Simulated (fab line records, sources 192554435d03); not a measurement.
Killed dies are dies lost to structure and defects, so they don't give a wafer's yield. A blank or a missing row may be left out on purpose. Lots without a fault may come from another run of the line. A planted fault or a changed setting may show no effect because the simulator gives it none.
One fault seen from 3 desks | flow n5_finfet | each desk has only its own numbers; what lay behind them comes last

THE DEFECT DESK
What the inspections along the route counted, lot by lot: means of the sampled wafers that have a number. A lot is out of limits, marked OUT, if its mean lies more than 4 standard deviations from the usual mean; the brackets give that distance.
Columns: A = raw_defect_count at N5_BEOL_M8_INSPECT_58, usual 78
lot  | first seen here | A
L533 | day 9 15:55     | 78
L532 | day 9 20:59     | 75
L535 | day 10 02:12    | 54
L536 | day 10 21:23    | 97
L541 | day 12 04:58    | 58
L545 | day 12 22:20    | 76
L548 | day 13 14:31    | 53
L551 | day 14 07:04    | 84
L552 | day 14 13:49    | 90
L553 | day 14 23:33    | 93
L554 | day 15 03:05    | 77
L555 | day 16 02:16    | 76
This desk's finding: nothing out of limits on any of the 12 lots.

THE METROLOGY DESK
What the gauges read, lot by lot, whatever tool the lot ran on: means of the sampled wafers that have a number. A lot is out of limits, marked OUT, if its mean lies more than 4 standard deviations from the usual mean; the brackets give that distance.
Columns: A = trench_depth_nm at N5_BEOL_M8_OCD_MEAS_38, usual 93.9 nm
lot  | first seen here | A
L533 | day 9 13:18     | 95.1
L532 | day 9 18:22     | 93.5
L535 | day 9 21:34     | 94.1
L536 | day 10 17:44    | 93.1
L541 | day 12 02:03    | 93.2
L545 | day 12 18:25    | 93.2
L548 | day 13 11:48    | 93.7
L551 | day 14 04:52    | 93.9
L552 | day 14 10:09    | 94.2
L553 | day 14 20:53    | 94.2
L554 | day 14 23:10    | 92.1
L555 | day 15 22:25    | 93.2
This desk's finding: nothing out of limits on any of the 12 lots.

THE TOOL OWNER'S DESK: pecvd-01
The tool's own readings at N5_BEOL_M8_PECVD_70 (deposits SiO2 from TEOS/O2, target thk 20 nm, time 22.7 s): means of the sampled wafers that have a number, for each lot that ran on this tool. A lot is out of limits, marked OUT, if its mean lies more than 4 standard deviations from the usual mean; the brackets give that distance.
Columns: A = heater_power_w at N5_BEOL_M8_PECVD_70, usual 716 W; B = showerhead_plenum_p_Torr at N5_BEOL_M8_PECVD_70, usual 8.82 Torr; C = throttle_valve_pct at N5_BEOL_M8_PECVD_70, usual 22.6 %
lot  | first seen here | A   | B    | C
L533 | day 9 07:29     | 672 | 8.86 | 24.9
L532 | day 9 14:14     | 601 | 8.81 | 25.1
L536 | day 10 13:49    | 695 | 8.86 | 23.8
L541 | day 11 23:41    | 698 | 8.86 | 23.2
L545 | day 12 13:26    | 734 | 8.87 | 23.6
L555 | day 15 17:39    | 734 | 8.88 | 23.5
This desk's finding: nothing out of limits on any of the 6 lots.

PUT TOGETHER
The defect desk saw nothing out of limits.
The metrology desk saw nothing out of limits.
The tool owner's desk saw nothing out of limits.

WHAT THE SIMULATOR HAD PUT IN
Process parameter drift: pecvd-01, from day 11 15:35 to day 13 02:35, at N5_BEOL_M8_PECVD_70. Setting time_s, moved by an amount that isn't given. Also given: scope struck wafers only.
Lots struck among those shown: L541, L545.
